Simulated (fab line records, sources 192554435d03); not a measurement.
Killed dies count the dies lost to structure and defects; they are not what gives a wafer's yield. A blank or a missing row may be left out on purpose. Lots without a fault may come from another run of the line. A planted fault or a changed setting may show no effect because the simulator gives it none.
A lot that was struck, set against a sound lot -- flow n5 finfet -- 38 out of 1938 route steps
Sound: wafers L463.1, L463.4, L463.6. Wafers struck: L452.1, L452.3, L452.5. The cause comes at the end.
Each step with rows lists, per side, the tool, then ch with its chambers, then its first start. Under that, the readings that differ: sound wafers -- struck wafers -- difference of the means -- sigmas: that difference in standard deviations of wafers without a fault.
alike: same words and numbers on both sides, and readings whose means sit less than 2 such deviations apart. not compared: any withheld reading, any reading some wafer has no value for, any bound like >300 that may hide the same value, and any number with overlapping values for which the record gives no deviation.
The two part at a step that has a row with sigmas, a row that says differs or no value, or rows on one side only. Numbers that don't overlap but have no deviation are shown without sigmas and don't part them. Lack of a reading on every wafer of one side parts them only where that side has two or more wafers.

first, 9 steps without rows for these wafers: N5_STI_FIN_REVEAL_SRD_21 (time 30 s); N5_STI_FIN_REVEAL_OXIDATION_33 (chemistry O2 PLASMA REMOTE, time 20 s); N5_STI_FIN_REVEAL_CLEAN_19 (cleans in O3/DIW, time 120 s); N5_STI_FIN_REVEAL_SRD_23 (time 30 s); N5_STI_FIN_REVEAL_PRECLEAN_18 (cleans in SC2, time 45 s); N5_STI_FIN_REVEAL_SRD_28 (time 30 s); N5_DUMMY_GATE_PRECLEAN_00 (cleans in O3/DIW, time 60 s); N5_DUMMY_GATE_SRD_01 (time 30 s); N5_DUMMY_GATE_ALD_02 (deposits SiO2, target thk 2 nm, pulse time 1 s).
N5_DUMMY_GATE_CVD_03: deposits a-Si from SiH4, target thk 150 nm, time 8042 s.
  sound on lpcvd-01 ch 1/65,1/79,1/89, day 7 02:10; struck on lpcvd-02 ch 1/100,1/109,1/90, day 4 06:20
reading,sound,struck,difference,sigmas
susceptor temp C (C),529.74 529.74 529.74,- - -,no value on the struck wafers,
model.a-Si_of_DUMMY_GATE_CVD_03.thk nm (nm),147.8 148.2 147.8,66 67.2 66.2,-81,
then, 2 steps without rows for these wafers: N5_DUMMY_GATE_PRECLEAN_46 (cleans in DIW, time 89.5 s); N5_DUMMY_GATE_SRD_47 (dry time 32 s).
N5_DUMMY_GATE_CMP_04: polishes a-Si.
  sound on cmp-04 ch 0,2, day 7 05:57; struck on cmp-02 ch 1,3, day 4 10:06
reading,sound,struck,difference,sigmas
time to endpoint s (s),11.3 14.5 15.9,- - -,no value on the struck wafers,
model.a-Si_of_DUMMY_GATE_CVD_03.thk nm (nm),72 73.2 73.4,66 67.2 66.2,-6,
  alike: motor current A
N5_DUMMY_GATE_THK_MEAS_05:
  sound on film metro-01 at day 7 06:10; struck on film metro-01 at day 4 10:19
reading,sound,struck,difference,sigmas
thk nm (nm),72.0 73.2 73.4,66.0 67.1 66.2,-6.4,-5
then, 21 steps without rows for these wafers: N5_DUMMY_GATE_HM_DEP_06 (deposits SiNx from DCS/NH3, target thk 80 nm, time 5141 s); N5_DUMMY_GATE_PECVD_30 (deposits SiO2 from TEOS/O2, target thk 55 nm, time 10.8 s); N5_DUMMY_GATE_COAT_34 (time 60 s, resist thk 60 nm); N5_DUMMY_GATE_COAT_35 (time 60 s, resist thk 10 nm); N5_DUMMY_GATE_COAT_28 (time 60 s, resist thk 10 nm); N5_DUMMY_GATE_COAT_09 (resist thk 30 nm); N5_DUMMY_GATE_EBR_11; N5_DUMMY_GATE_SOFTBAKE_10 (time 60 s); N5_DUMMY_GATE_EXPOSE_12 (exposes mask GATE, target cd 25 nm); N5_DUMMY_GATE_PEB_13 (peb time 60 s); N5_DUMMY_GATE_DEVELOP_14 (develop time 30 s); N5_DUMMY_GATE_DESCUM_20 (chemistry O2, time 6.2 s); N5_DUMMY_GATE_ETCH_29 (etches underlayer in N2/H2, target depth 13 nm); N5_DUMMY_GATE_ETCH_36 (etches SiARC in CF4, target depth 13 nm); N5_DUMMY_GATE_ETCH_37 (etches SOC in N2/H2, target depth 60 nm, overetch 30 nm); N5_DUMMY_GATE_STRIP_38 (strips in N2/H2); N5_DUMMY_GATE_STRIP_39 (strips in N2/H2); N5_DUMMY_GATE_TRIM_49 (chemistry O2, time 29 s, target cd 14 nm); N5_DUMMY_GATE_STRIP_40 (strips in CF4); N5_DUMMY_GATE_ETCH_31 (etches SiO2 in C4F6/O2, target depth 82.5 nm, time 27.5 s); N5_DUMMY_GATE_STRIP_41 (strips in O2).
N5_DUMMY_GATE_ETCH_44: etches poly-Si in HBr/O2, stops on SiO2, target depth 127.5 nm.
  sound on rie si-05 ch 1,3, day 7 11:40; struck on rie si-05 ch 2,3, day 4 15:45
reading,sound,struck,difference,sigmas
model.etch.depth nm (nm),71.97 73.15 73.4,65.96 67.14 66.16,-6.42,
model.DUMMY_GATE.feature depth nm (nm),72 73.2 73.4,66 67.2 66.2,-6,
  alike: drypump motor current A, he backside leak sccm, oes product au, rf fwd power W, throttle valve pct
  not compared: rf hours counter h
N5_BEOL_M4_RC_MEAS_101:
  the record has rows for the sound wafers here (prober-01 ch 0, day 14 01:01) and none for the struck ones
-- the record jumps here: 11 days lie between the struck wafers' starts before and after (it left off in module BEOL_M4 and takes up again in module PASSIVATION, whose first step shown is number 1936 of the route) --
N5_PASSIVATION_PROBE_49:
  sound on prober-01 at day 18 16:56; struck on prober-02 at day 15 10:04
reading,sound,struck,difference,sigmas
killed at front end,40 36 41,1117 1105 1104,+1070,+89
killed dies,99 81 108,1180 1180 1180,+1084,+64
killed on rim,11 15 17,152 152 152,+138,+36
  alike: killed_at_M0_to_M3, killed_at_M4_up, killed at contacts, killed at other, killed open, killed short

## WHERE THEY PART
Last at N5_PASSIVATION_PROBE_49 as far as this record goes, first at N5_DUMMY_GATE_CVD_03.

WHY: whatever the simulator had introduced
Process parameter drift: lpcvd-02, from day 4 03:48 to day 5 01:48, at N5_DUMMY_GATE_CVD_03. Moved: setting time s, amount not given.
